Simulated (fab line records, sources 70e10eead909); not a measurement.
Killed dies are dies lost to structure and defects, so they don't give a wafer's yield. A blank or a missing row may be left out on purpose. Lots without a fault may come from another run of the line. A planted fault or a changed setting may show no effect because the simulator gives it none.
A struck lot beside a sound one | flow nand_harc | 13 steps out of a route of 1302
Sound: wafers L854.1, L854.2, L854.6. Struck: wafers L868.1, L868.4, L868.5. The cause comes at the end.
At each step with rows: each side's tool, then ch and its chambers, then its first start. Under that, the readings that differ: sound wafers | struck wafers | difference of the means | sigmas: that difference in standard deviations of wafers without a fault.
alike: readings whose means differ by less than 2 such deviations, and words and numbers that are the same on both sides. not compared: withheld readings, readings that some wafer has no value for, bounds like >300 that may hide the same value, and numbers for which the record gives no deviation and whose values overlap.
The two part at a step that has a row with sigmas, a row that says differs or no value, or rows on one side only. Numbers that don't overlap but have no deviation are shown without sigmas and don't part them. A reading that every wafer of one side lacks parts them only if that side has two wafers or more.

NHARC_P_CONTACT_CD_MEAS_19:
  sound on cd_sem-02, day 6 08:16; struck on cd_sem-03, day 12 02:35
  alike: cd_nm
NHARC_P_CONTACT_STRIP_28: strips in O2.
  sound on rie_diel-04 ch 2,3, day 6 08:20; struck on rie_diel-10 ch 0,1, day 12 02:40
  alike: drypump_motor_current_A, oes_product_au, rf_vpp_V, showerhead_plenum_p_Torr, throttle_valve_pct
  not compared: rf_hours_counter_h
then, 1 step without rows for these wafers: NHARC_P_CONTACT_STRIP_29 (strips in post etch residue remover, time 1200 s).
NHARC_P_CONTACT_DEGAS_38: time 60 s.
  sound on pvd_sputter-02, day 6 08:59; struck on pvd_sputter-03, day 12 03:18
  alike: heater_power_w
then, 1 step without rows for these wafers: NHARC_P_CONTACT_PRE_CLEAN_39 (time 19.5 s).
NHARC_P_CONTACT_PVD_32: deposits Ti, target thk 5 nm, time 17.7 s.
  sound on pvd_sputter-02; struck on pvd_sputter-03
  alike: substrate_temp_c, throttle_valve_pct
NHARC_P_CONTACT_ALD_22: deposits TiN, target thk 3 nm, pulse time 1 s, ald cycles 150.
  sound on ald_metal-04 ch 1,2,3, day 6 09:15; struck on ald_metal-04 ch 1,3, day 12 03:32
  alike: heater_power_w, precursor_pulse_height_rel
  not compared: since_wet_clean_h
NHARC_P_CONTACT_CVD_23: deposits W, target thk 200 nm, time 557 s.
  sound on cvd_w-02 ch 0,1; struck on cvd_w-02 ch 0,1
  alike: heater_power_w, mfc_h2_sccm, throttle_valve_pct
  not compared: since_wet_clean_h
then, 2 steps without rows for these wafers: NHARC_P_CONTACT_CMP_24 (polishes, t overpolish 30 s, target thk 200 nm); NHARC_P_CONTACT_SRD_26.
NHARC_P_CONTACT_INSPECT_27:
  sound on defect_inspect-02, day 6 10:29; struck on defect_inspect-01, day 12 04:49
  alike: raw_defect_count
NHARC_P_M0_DEP_00: deposits SiOC, target thk 150 nm.
  sound on pecvd-03 ch 1,2, day 6 10:34; struck on pecvd-01 ch 0,1,2, day 12 05:26
  alike: rf_fwd_power_W
  not compared: since_wet_clean_h
then, 1 step without rows for these wafers: NHARC_P_M0_DEHYDRATE_01 (time 120 s).

WHERE THEY PART
Nowhere in this record.

WHY: what the simulator had put in
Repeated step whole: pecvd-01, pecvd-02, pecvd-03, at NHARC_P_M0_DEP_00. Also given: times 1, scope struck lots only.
